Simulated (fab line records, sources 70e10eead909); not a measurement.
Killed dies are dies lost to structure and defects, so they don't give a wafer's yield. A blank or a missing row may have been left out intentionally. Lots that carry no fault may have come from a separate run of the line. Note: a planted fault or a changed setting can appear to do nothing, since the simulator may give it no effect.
Which tool did it? -- flow nandHarc -- Sampling: 6 lots, 18 wafers, 4 of 1159 route steps

WHAT EACH GAUGE READ, for each wafer
NHARC_END_SORT_01.
lot,measured,on,killedAtPeriphery
L632,day 20 17:20,prober-02,6 5 3
L636,day 22 04:41,prober-01,1 2 0
L640,day 23 15:14,prober-01,1 0 2

WHAT TOOL EACH LOT RAN ON (gives the tool, then ch and the chambers of the sampled wafers, and finally the start)
lot,NHARC_P_M1_DEGAS_29,NHARC_P_M1_PVD_20,NHARC_P_M2_ETCH_35
L627,"pvdSputter-01, day 6 06:28","pvdSputter-01, day 6 09:47 or earlier","rieDiel-02 ch 1,2,3, day 6 09:56"
L632,"pvdSputter-02, day 8 01:58","pvdSputter-02, day 8 05:02 or earlier","rieDiel-02 ch 2,3, day 8 05:11"
L636,"pvdSputter-03, day 8 20:32","pvdSputter-03, day 8 23:28 or earlier","rieDiel-02 ch 1,2,3, day 8 23:37"
L640,"pvdSputter-01, day 9 17:47","pvdSputter-01, day 9 20:58 or earlier","rieDiel-06 ch 1,2,3, day 9 21:10"
L646,"pvdSputter-02, day 11 03:48","pvdSputter-02, day 11 07:26 or earlier","rieDiel-02 ch 1,3, day 11 07:35"
L649,"pvdSputter-03, day 11 11:23","pvdSputter-03, day 11 14:48 or earlier","rieDiel-06 ch 1,2, day 11 14:57"
- NHARC_P_M1_DEGAS_29: time 60 s.
- NHARC_P_M1_PVD_20: deposits TaN, target thk 5 nm, time 8.06 s.
- NHARC_P_M2_ETCH_35: etches the open film in N2/H2, target depth 40 nm, overetch 12 nm, time 43.94 s.

THE ANSWER, worked out from the rows above alone
Rule: usual is defined by the lots themselves. The widest of any qualifying gaps counts: lots, ordered by their means at a reading, are off when they make up no more than a third of the lots, leave a main group of 4 or more, and stand apart from it by 3 or more times the standard deviation of that group's means. Not used: any main group whose means are identical at the precision the tables above print for the reading. Also off: a lot with no number at a reading for which 4 or more lots have one. The other lots that the step has rows for count as sound.
Across all readings shown, no lot is off: no conclusion can be drawn from this.

WHAT THE SIMULATOR HAD INSERTED
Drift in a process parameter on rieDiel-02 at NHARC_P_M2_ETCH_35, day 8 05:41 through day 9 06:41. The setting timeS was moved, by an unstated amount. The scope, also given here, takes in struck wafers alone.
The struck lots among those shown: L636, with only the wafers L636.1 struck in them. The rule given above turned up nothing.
